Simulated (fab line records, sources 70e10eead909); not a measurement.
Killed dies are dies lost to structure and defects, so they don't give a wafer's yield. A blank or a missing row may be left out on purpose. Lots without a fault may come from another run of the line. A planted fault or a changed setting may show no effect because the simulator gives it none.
Tool commonality check | flow nand_harc | 2 lots, 6 wafers sampled

WHY IT WAS OPENED
At NHARC_END_SORT_01 the reading killed_dies is flagged on 2 of 2 lots. Wafers without a fault read 61, standard deviation 16.
Rule: a lot is flagged when every wafer of it that has a number lies more than 4 standard deviations from that mean, or none has a number. The other lots count as sound.

lot  | measured     | on        | killed_dies, wafer by wafer | flag
L892 | day 32 20:02 | prober-01 | 677 677 677                 | FLAGGED
L891 | day 32 21:46 | prober-02 | 677 677 677                 | FLAGGED
The numbers of the flagged lots are 677 on average: +616 against the usual, or +38 standard deviations.

WHICH TOOL RAN EACH LOT
The record holds 3 process steps before the reading, out of a route of 1302 steps. In each cell: the tool, then ch and the chambers that the sampled wafers went through, then the start.
lot  | flag    | NHARC_A_M1_ETCH_15               | NHARC_A_M1_STRIP_18                | NHARC_A_M1_PRE_CLEAN_30
L892 | FLAGGED | rie_diel-06 ch 0,2, day 31 03:44 | rie_diel-04 ch 0,1,2, day 31 03:56 | pvd_sputter-01, day 32 20:02 or earlier
L891 | FLAGGED | rie_diel-06 ch 1,3, day 31 02:23 | rie_diel-06 ch 1,3, day 31 02:35   | pvd_sputter-02, day 32 21:46 or earlier
What these steps do:
- NHARC_A_M1_ETCH_15: etches the open film in C4F8/Ar, target depth 182.5 nm, time 91.2 s.
- NHARC_A_M1_STRIP_18: strips in N2/H2.
- NHARC_A_M1_PRE_CLEAN_30: time 30 s.
- NHARC_END_SORT_01

FLAGGED OVER TOTAL, TOOL BY TOOL (the gauges that took the reading come last)
step                    | tool           | lots run | flagged | share of the flagged lots | sound lots run after its first flagged lot
NHARC_A_M1_ETCH_15      | rie_diel-06    | 2        | 2       | all                       | 0
NHARC_A_M1_STRIP_18     | rie_diel-04    | 1        | 1       | some                      | 0
NHARC_A_M1_STRIP_18     | rie_diel-06    | 1        | 1       | some                      | 0
NHARC_A_M1_PRE_CLEAN_30 | pvd_sputter-01 | 1        | 1       | some                      | 0
NHARC_A_M1_PRE_CLEAN_30 | pvd_sputter-02 | 1        | 1       | some                      | 0
NHARC_END_SORT_01       | prober-01      | 1        | 1       | some                      | 0
NHARC_END_SORT_01       | prober-02      | 1        | 1       | some                      | 0
NHARC_A_M1_PRE_CLEAN_30 gives no start for some lots, so the hours and the order of its lots are those of NHARC_END_SORT_01.

WHAT THE TABLE ALLOWS
1 row of the table ran every flagged lot: rie_diel-06 at NHARC_A_M1_ETCH_15.
- rie_diel-06 at NHARC_A_M1_ETCH_15: 2 of its 2 lots flagged. It ran no sound lot before its first flagged lot in this sample, so the start can't be narrowed down.
One tool is left: rie_diel-06 at NHARC_A_M1_ETCH_15.

WHAT THE SIMULATOR HAD PUT IN
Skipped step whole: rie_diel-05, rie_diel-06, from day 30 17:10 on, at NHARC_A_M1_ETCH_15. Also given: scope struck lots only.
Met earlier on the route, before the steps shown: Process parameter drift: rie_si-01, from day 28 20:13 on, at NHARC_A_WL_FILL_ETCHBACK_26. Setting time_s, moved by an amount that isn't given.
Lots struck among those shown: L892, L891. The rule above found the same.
